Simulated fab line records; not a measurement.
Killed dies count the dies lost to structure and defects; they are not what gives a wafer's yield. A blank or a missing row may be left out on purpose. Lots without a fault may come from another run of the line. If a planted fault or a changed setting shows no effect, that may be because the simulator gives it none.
Matching of chambers :: flow nand-harc :: rie-diel-08 running NHARC_A_STAIRCASE_TRIM_220: 4 sister chambers
The step chemistry O2, time 211.2 s. 16 wafers are shown with their chamber, then 8 later ones without.

WAFERS WITH THEIR CHAMBER
wafer: L077.1
chamber: 2
showerhead-plenum-p-Torr (Torr): 3.31
throttle-valve-pct (%): 17.031
oes-product-au (a.u.): 1.010

wafer: L077.2
chamber: 1
showerhead-plenum-p-Torr (Torr): 3.52
throttle-valve-pct (%): 17.026
oes-product-au (a.u.): 1.008

wafer: L077.4
chamber: 0
showerhead-plenum-p-Torr (Torr): 3.65
throttle-valve-pct (%): 17.051
oes-product-au (a.u.): 1.010

wafer: L081.2
chamber: 1
showerhead-plenum-p-Torr (Torr): 3.52
throttle-valve-pct (%): 17.028
oes-product-au (a.u.): 1.001

wafer: L081.3
chamber: 2
showerhead-plenum-p-Torr (Torr): 3.31
throttle-valve-pct (%): 17.026
oes-product-au (a.u.): 1.002

wafer: L081.6
chamber: 3
showerhead-plenum-p-Torr (Torr): 3.35
throttle-valve-pct (%): 17.048
oes-product-au (a.u.): 1.005

wafer: L082.3
chamber: 1
showerhead-plenum-p-Torr (Torr): 3.52
throttle-valve-pct (%): 17.042
oes-product-au (a.u.): 0.990

wafer: L082.4
chamber: 0
showerhead-plenum-p-Torr (Torr): 3.65
throttle-valve-pct (%): 17.060
oes-product-au (a.u.): 1.008

wafer: L082.6
chamber: 2
showerhead-plenum-p-Torr (Torr): 3.31
throttle-valve-pct (%): 17.034
oes-product-au (a.u.): 1.014

wafer: L083.1
chamber: 0
showerhead-plenum-p-Torr (Torr): 3.65
throttle-valve-pct (%): 17.040
oes-product-au (a.u.): 1.009

wafer: L083.3
chamber: 2
showerhead-plenum-p-Torr (Torr): 3.31
throttle-valve-pct (%): 17.026
oes-product-au (a.u.): 1.012

wafer: L083.5
chamber: 0
showerhead-plenum-p-Torr (Torr): 3.65
throttle-valve-pct (%): 17.031
oes-product-au (a.u.): 1.007

wafer: L088.1
chamber: 2
showerhead-plenum-p-Torr (Torr): 3.30
throttle-valve-pct (%): 17.035
oes-product-au (a.u.): 1.006

wafer: L088.4
chamber: 0
showerhead-plenum-p-Torr (Torr): 3.64
throttle-valve-pct (%): 17.043
oes-product-au (a.u.): 1.000

wafer: L088.5
chamber: 1
showerhead-plenum-p-Torr (Torr): 3.51
throttle-valve-pct (%): 17.044
oes-product-au (a.u.): 0.994

wafer: L089.1
chamber: 2
showerhead-plenum-p-Torr (Torr): 3.30
throttle-valve-pct (%): 17.035
oes-product-au (a.u.): 0.997

SIGNATURES (means of the wafers above)
reading: showerhead-plenum-p-Torr
chamber 0: 3.6480
chamber 1: 3.5175
chamber 2: 3.3067
chamber 3: 3.3500
scatter within a chamber: 0.0049

reading: throttle-valve-pct
chamber 0: 17.04500
chamber 1: 17.03500
chamber 2: 17.03117
chamber 3: 17.04800
scatter within a chamber: 0.00835

reading: oes-product-au
chamber 0: 1.00680
chamber 1: 0.99825
chamber 2: 1.00683
chamber 3: 1.00500
scatter within a chamber: 0.00619
Rule: for a wafer and a chamber, the distance is found by dividing, reading by reading, the gap between the wafer's reading and the chamber's mean by the reading's scatter, squaring, summing and taking the root. If the next closest chamber is less than 2 further off than the closest, the wafer can't be placed; otherwise it belongs to the closest. How the scatter is found: for the shown wafers, subtract from each reading the mean of its chamber, square and add these, divide the total by (wafers less chambers), then take the root.

WAFERS MISSING THEIR CHAMBER
wafer: L089.2
showerhead-plenum-p-Torr (Torr): 3.34
throttle-valve-pct (%): 17.044
oes-product-au (a.u.): 0.994

wafer: L089.4
showerhead-plenum-p-Torr (Torr): 3.64
throttle-valve-pct (%): 17.040
oes-product-au (a.u.): 0.997

wafer: L092.1
showerhead-plenum-p-Torr (Torr): 3.51
throttle-valve-pct (%): 17.036
oes-product-au (a.u.): 0.987

wafer: L092.3
showerhead-plenum-p-Torr (Torr): 3.30
throttle-valve-pct (%): 17.051
oes-product-au (a.u.): 0.993

wafer: L092.5
showerhead-plenum-p-Torr (Torr): 3.33
throttle-valve-pct (%): 17.043
oes-product-au (a.u.): 1.003

wafer: L097.1
showerhead-plenum-p-Torr (Torr): 3.33
throttle-valve-pct (%): 17.030
oes-product-au (a.u.): 1.005

wafer: L097.2
showerhead-plenum-p-Torr (Torr): 3.30
throttle-valve-pct (%): 17.030
oes-product-au (a.u.): 1.001

wafer: L097.4
showerhead-plenum-p-Torr (Torr): 3.50
throttle-valve-pct (%): 17.035
oes-product-au (a.u.): 1.002

WHICH CHAMBER EACH WENT THROUGH
wafer: L089.2
from the rows above: 3
in truth: 3

wafer: L089.4
from the rows above: 0
in truth: 0

wafer: L092.1
from the rows above: 1
in truth: 1

wafer: L092.3
from the rows above: 2
in truth: 2

wafer: L092.5
from the rows above: can't be placed: 3 or 2
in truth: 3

wafer: L097.1
from the rows above: can't be placed: 3 or 2
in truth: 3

wafer: L097.2
from the rows above: 2
in truth: 2

wafer: L097.4
from the rows above: 1
in truth: 1
Correctly placed: 6 of 8. Can't be placed from these rows: 2 (the true chamber is among the candidates in 2). 0 placed wrongly.
